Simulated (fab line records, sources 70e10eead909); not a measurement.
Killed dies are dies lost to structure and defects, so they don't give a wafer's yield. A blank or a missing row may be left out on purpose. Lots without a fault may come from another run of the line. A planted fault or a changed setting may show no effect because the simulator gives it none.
Which tool did it? | flow nand_harc | 14 lots, 42 wafers sampled, at 6 steps of a route of 1302

WHAT THE GAUGES READ, wafer by wafer
NHARC_A_DECK1_JOINT_INSPECT_05.
lot  | measured     | on                | raw_defect_count
L987 | day 12 05:28 | defect_inspect-01 | 427 557 598
L988 | day 12 19:49 | defect_inspect-02 | 268 279 318
L990 | day 13 20:45 | defect_inspect-01 | 311 401 299
L992 | day 14 04:31 | defect_inspect-02 | 216 393 395
L101 | day 18 08:50 | defect_inspect-02 | 405 749 388
L100 | day 18 08:51 | defect_inspect-01 | 429 286 372
L102 | day 18 23:18 | defect_inspect-01 | 341 312 472
L103 | day 19 02:04 | defect_inspect-01 | 205 329 384
L104 | day 19 02:05 | defect_inspect-02 | 257 304 507
L105 | day 19 19:40 | defect_inspect-01 | 732 551 274
L106 | day 20 05:37 | defect_inspect-01 | 556 606 1051
L107 | day 20 11:42 | defect_inspect-02 | 762 286 548
L109 | day 21 06:31 | defect_inspect-02 | 303 485 303
L110 | day 22 07:13 | defect_inspect-02 | 588 386 449

NHARC_A_ONON_D2_THK_MEAS_21: measures by ellipsometry.
lot  | measured     | on            | thk_nm (nm)
L987 | day 12 16:36 | film_metro-02 | 1001 1000 1000
L988 | day 13 06:40 | film_metro-01 | 1007 1005 1005
L990 | day 14 10:34 | film_metro-01 | 1488 1487 1488
L992 | day 14 15:41 | film_metro-01 | 1508 1509 1508
L101 | day 18 19:58 | film_metro-02 | 1001 1002 1001
L100 | day 18 19:59 | film_metro-01 | 989 989 989
L102 | day 19 10:26 | film_metro-02 | 999 996 1000
L103 | day 19 10:26 | film_metro-01 | 985 985 987
L104 | day 19 10:26 | film_metro-01 | 1013 1012 1012
L105 | day 20 08:23 | film_metro-02 | 994 994 994
L106 | day 20 16:38 | film_metro-01 | 1006 1006 1006
L107 | day 21 00:47 | film_metro-02 | 1002 1002 999
L109 | day 21 17:38 | film_metro-01 | 1012 1012 1014
L110 | day 22 18:20 | film_metro-01 | 989 990 988

NHARC_A_ONON_D2_INSPECT_32.
lot  | measured     | on                | raw_defect_count
L987 | day 12 18:50 | defect_inspect-02 | 557 729 780
L988 | day 13 08:53 | defect_inspect-02 | 375 349 425
L990 | day 14 12:50 | defect_inspect-02 | 398 517 362
L992 | day 14 17:56 | defect_inspect-02 | 252 507 478
L101 | day 18 22:13 | defect_inspect-02 | 482 940 449
L100 | day 18 22:14 | defect_inspect-01 | 546 391 487
L102 | day 19 12:41 | defect_inspect-01 | 437 368 547
L103 | day 19 12:41 | defect_inspect-02 | 263 434 507
L104 | day 19 12:41 | defect_inspect-02 | 332 370 590
L105 | day 20 10:38 | defect_inspect-02 | 965 694 376
L106 | day 20 18:53 | defect_inspect-02 | 666 783 1362
L107 | day 21 03:03 | defect_inspect-01 | 875 339 633
L109 | day 21 19:55 | defect_inspect-01 | 354 625 386
L110 | day 22 20:35 | defect_inspect-02 | 685 500 547

NHARC_END_SORT_01.
lot  | measured     | on        | killed_at_array | killed_at_other | killed_at_periphery | killed_dies | killed_open | killed_short
L990 | day 26 03:56 | prober-01 | 665 672 673     | 1 2 1           | 11 3 3              | 677 677 677 | 4 4 5       | 1 3 2
L992 | day 26 04:43 | prober-02 | 674 675 674     | 1 0 2           | 2 2 1               | 677 677 677 | 3 4 1       | 4 4 1

WHICH TOOL RAN EACH LOT (tool, then ch and the chambers of the sampled wafers, then the start)
lot  | NHARC_A_ONON_D2_DEP_19           | NHARC_A_CHANNEL_HOLE_D2_DEP_00
L987 | pecvd_onon-02 ch 0, day 12 16:13 | acl_dep-01 ch 0, day 12 19:32
L988 | pecvd_onon-02 ch 0, day 13 06:09 | acl_dep-01 ch 0, day 13 08:58
L990 | pecvd_onon-02 ch 0, day 14 10:02 | -
L992 | pecvd_onon-02 ch 0, day 14 15:14 | -
L101 | pecvd_onon-04 ch 0, day 18 19:28 | acl_dep-01 ch 0, day 19 00:02
L100 | pecvd_onon-01 ch 0, day 18 19:28 | acl_dep-03 ch 0, day 19 01:27
L102 | pecvd_onon-04 ch 0, day 19 09:59 | acl_dep-03 ch 0, day 19 13:34
L103 | pecvd_onon-01 ch 0, day 19 10:02 | acl_dep-03 ch 0, day 19 15:47
L104 | pecvd_onon-02 ch 0, day 19 09:55 | acl_dep-01 ch 0, day 19 14:28
L105 | pecvd_onon-02 ch 0, day 20 07:56 | acl_dep-03 ch 0, day 20 11:02
L106 | pecvd_onon-01 ch 0, day 20 16:08 | acl_dep-01 ch 0, day 20 19:31
L107 | pecvd_onon-02 ch 0, day 21 00:17 | acl_dep-01 ch 0, day 21 06:35
L109 | pecvd_onon-02 ch 0, day 21 17:07 | acl_dep-01 ch 0, day 21 20:04
L110 | pecvd_onon-04 ch 0, day 22 17:53 | acl_dep-02 ch 0, day 22 20:58
- NHARC_A_ONON_D2_DEP_19: target thk 1000 nm.
- NHARC_A_CHANNEL_HOLE_D2_DEP_00: deposits aC, target thk 3100 nm.

WHAT THE TOOLS THEMSELVES READ (means of the sampled wafers that have a number; where no wafer has one, the mark that the record gives instead)
NHARC_A_ONON_D2_DEP_19.
lot  | tool          | nh3_flow_sccm (sccm)
L987 | pecvd_onon-02 | 499.7
L988 | pecvd_onon-02 | 499.5
L990 | pecvd_onon-02 | 500.0
L992 | pecvd_onon-02 | 498.1
L101 | pecvd_onon-04 | 499.8
L100 | pecvd_onon-01 | 498.7
L102 | pecvd_onon-04 | 499.5
L103 | pecvd_onon-01 | 500.0
L104 | pecvd_onon-02 | 499.9
L105 | pecvd_onon-02 | 497.6
L106 | pecvd_onon-01 | 500.7
L107 | pecvd_onon-02 | 500.2
L109 | pecvd_onon-02 | 499.0
L110 | pecvd_onon-04 | 500.3

NHARC_A_CHANNEL_HOLE_D2_DEP_00.
lot  | tool       | throttle_valve_pct (%)
L987 | acl_dep-01 | 34.993
L988 | acl_dep-01 | 34.999
L101 | acl_dep-01 | 35.007
L100 | acl_dep-03 | 35.005
L102 | acl_dep-03 | 34.997
L103 | acl_dep-03 | 35.000
L104 | acl_dep-01 | 35.000
L105 | acl_dep-03 | 34.994
L106 | acl_dep-01 | 35.001
L107 | acl_dep-01 | 34.995
L109 | acl_dep-01 | 34.999
L110 | acl_dep-02 | 35.002

THE ANSWER, worked out from the rows above alone
Rule: what is usual is taken from the lots themselves. Put in order of their means at a reading, lots are off if they are a third of the lots or fewer, leave a main group of 4 or more, and stand apart from it by a gap of 3 or more times the standard deviation of the main group's means; of several such gaps the widest counts. A main group whose means are all the same, to the digits that the tables above print for the reading, isn't used. A lot without any number at a reading at which 4 lots or more have one is off too. The other lots that the step has rows for count as sound. The gauges are gone through in route order, then the tools' own readings, and for those a lot's mean is taken as printed above. The first step at which some lot is off is used, and at that step the reading that is off furthest; a lot without a number counts as furthest.
Off: L990, L992, at NHARC_A_ONON_D2_THK_MEAS_21 (thk_nm). The main group: mean 1000 nm, standard deviation 8.5.
A tool fits if, at a process step before that reading, it ran every lot that is off, and no sound lot after the first of them. The gauges at NHARC_A_ONON_D2_THK_MEAS_21 are tried like those tools. None of those tried fits.

WHAT THE SIMULATOR HAD PUT IN
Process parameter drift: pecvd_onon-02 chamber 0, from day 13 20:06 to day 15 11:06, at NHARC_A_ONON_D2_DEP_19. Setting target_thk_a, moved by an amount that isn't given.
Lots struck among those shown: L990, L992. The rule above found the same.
